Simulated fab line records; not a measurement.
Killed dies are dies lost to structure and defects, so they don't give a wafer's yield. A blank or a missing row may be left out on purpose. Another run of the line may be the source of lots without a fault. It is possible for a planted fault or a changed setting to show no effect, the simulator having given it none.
Chamber matching -- flow n5 finfet -- N5_BEOL_M0_SAQP_PECVD_03 on pecvd-02 has 3 sister chambers
The step deposits SiCN from 3MS/NH3, target thk 12 nm, time 21.1 s. 3 wafers are shown with their chamber, then 7 later ones without.

EACH WAFER AND ITS CHAMBER
wafer,chamber,showerhead plenum p Torr (Torr)
L086.3,0,3.655
L089.4,2,3.643
L089.5,1,3.696

WAFERS WITHOUT THEIR CHAMBER
wafer,showerhead plenum p Torr (Torr)
L089.6,3.653
L095.1,3.641
L095.3,3.696
L095.4,3.639
L096.1,3.646
L096.3,3.692
L096.4,3.651

EACH ONE'S CHAMBER
wafer,from the rows above,in truth
L089.6,0,0
L095.1,2,2
L095.3,1,1
L095.4,2,2
L096.1,can't be placed: 2 or 0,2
L096.3,1,1
L096.4,can't be placed: 0 or 2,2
Placed correctly: 5 of 7. Can't be placed from these rows: 2 (the true chamber is among the candidates in 2). Number placed wrongly: 0.
How it was worked out, from the rows above alone: a wafer's distance from a chamber is the root of the sum, over the readings, of the square of ((its reading less the chamber's mean) divided by the reading's scatter). The wafer belongs to the nearest chamber; if the next one is less than 2 further off, it can't be placed. Each chamber's mean is taken over the wafers shown for it. The scatter: with one shown wafer a chamber, the root of the mean of the squares of how far each hidden wafer lies from its nearest shown one.
